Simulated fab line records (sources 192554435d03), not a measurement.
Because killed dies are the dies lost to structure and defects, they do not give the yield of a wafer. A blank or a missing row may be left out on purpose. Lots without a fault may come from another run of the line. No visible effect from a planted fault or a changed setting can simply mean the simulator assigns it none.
Comparing a struck lot with a sound one ; flow n5 finfet ; 15 out of 1938 route steps
Sound: wafers L302.2, L302.3, L302.5. Struck: wafer L309.6 (left out: L309.5, a lot-mate that was not struck); the cause follows at the end.
At each step with rows: each side's tool, then ch and its chambers, then its first start. Under that, the readings that differ: sound wafers ; struck wafers ; difference of the means ; sigmas: that difference in standard deviations of wafers without a fault.
alike: same words and numbers on both sides, and readings whose means sit less than 2 such deviations apart. not compared: any withheld reading, any reading some wafer has no value for, any bound like >300 that may hide the same value, and any number with overlapping values for which the record gives no deviation.
A row with sigmas, a row that says differs or no value, or rows on one side alone: a step with any of these is where the two part. When numbers do not overlap yet have no deviation, they are printed without sigmas and do not part them. A reading missing from all wafers of one side parts the sides only when that side holds two or more wafers.

N5_BEOL_M13_TRENCH_ETCH_34: etches SiOC in C4F8/O2/Ar, target depth 413.47 nm, time 162.6 s.
  sound on rie diel-04 ch 0,3, day 15 03:56; struck on rie diel-04 ch 0, day 16 20:47
  alike: drypump motor current A, oes product au, rf vpp V, showerhead plenum p Torr, throttle valve pct
  not compared: rf hours counter h
then, 1 step without rows for these wafers: N5_BEOL_M13_STRIP_70 (strips in C4F8/O2/Ar).
N5_BEOL_M13_OCD_MEAS_35:
  sound on ocd-02, day 15 04:07; struck on ocd-02, day 16 20:54
  alike: trench depth nm
N5_BEOL_M13_STRIP_37: strips in N2/H2.
  sound on plasma asher-02 ch 0,1, day 15 04:09; struck on plasma asher-02 ch 1, day 16 20:58
reading;sound;struck;difference;sigmas
oes product au (a.u.);0.778 0.781 0.785;0.805;+0.024;+2
  alike: drypump motor current A, heater power w
  not compared: rf hours counter h
then, 4 steps without rows for these wafers: N5_BEOL_M13_ETCH_38 (etches SiCN in CF4/N2, target depth 67.5 nm, time 71.9 s); N5_BEOL_M13_PRECLEAN_39 (cleans in residue remover, time 60 s); N5_BEOL_M13_SRD_40 (time 30 s, dry time 30 s); N5_BEOL_M13_DEGAS_41 (time 60 s).
N5_BEOL_M13_PRE_CLEAN_42: time 30 s.
  sound on pvd sputter-01, day 15 08:11; struck on pvd sputter-03, day 16 21:17
  alike: heater power w
then, 1 step without rows for these wafers: N5_BEOL_M13_SPUTTER_43 (material TaN, target thk 15 nm, time 24.19 s).
N5_BEOL_M13_SPUTTER_44: material Ta, target thk 10 nm, time 16.13 s.
  sound on pvd sputter-01, day 15 08:19; struck on pvd sputter-03, day 16 21:25
  alike: substrate temp c, throttle valve pct
then, 1 step without rows for these wafers: N5_BEOL_M13_SPUTTER_45 (material Cu, target thk 80 nm, time 13.33 s).
N5_BEOL_M13_ECD_47: material Cu, target thk 936 nm.
  sound on ecd cu-01 ch 0, day 15 08:30; struck on ecd cu-01 ch 1, day 16 21:40
reading;sound;struck;difference;sigmas
model.Cu_of_BEOL_M13_ECD_47.thk nm (nm);938.8 915.4 921.8;1662;+737;
N5_BEOL_M13_ANNEAL_48: time 90 s.
  sound on rtp anneal-02 ch 0, day 15 09:25; struck on rtp anneal-02 ch 0, day 16 22:02
  alike: wafer_temp_C_max
N5_PASSIVATION_PROBE_49:
  the record has rows for the struck wafers here (prober-01, day 18 08:31) and none for the sound ones

WHERE THEY PART
First at N5_BEOL_M13_STRIP_37; last, within this record, at N5_PASSIVATION_PROBE_49.

WHY: what the simulator had put in
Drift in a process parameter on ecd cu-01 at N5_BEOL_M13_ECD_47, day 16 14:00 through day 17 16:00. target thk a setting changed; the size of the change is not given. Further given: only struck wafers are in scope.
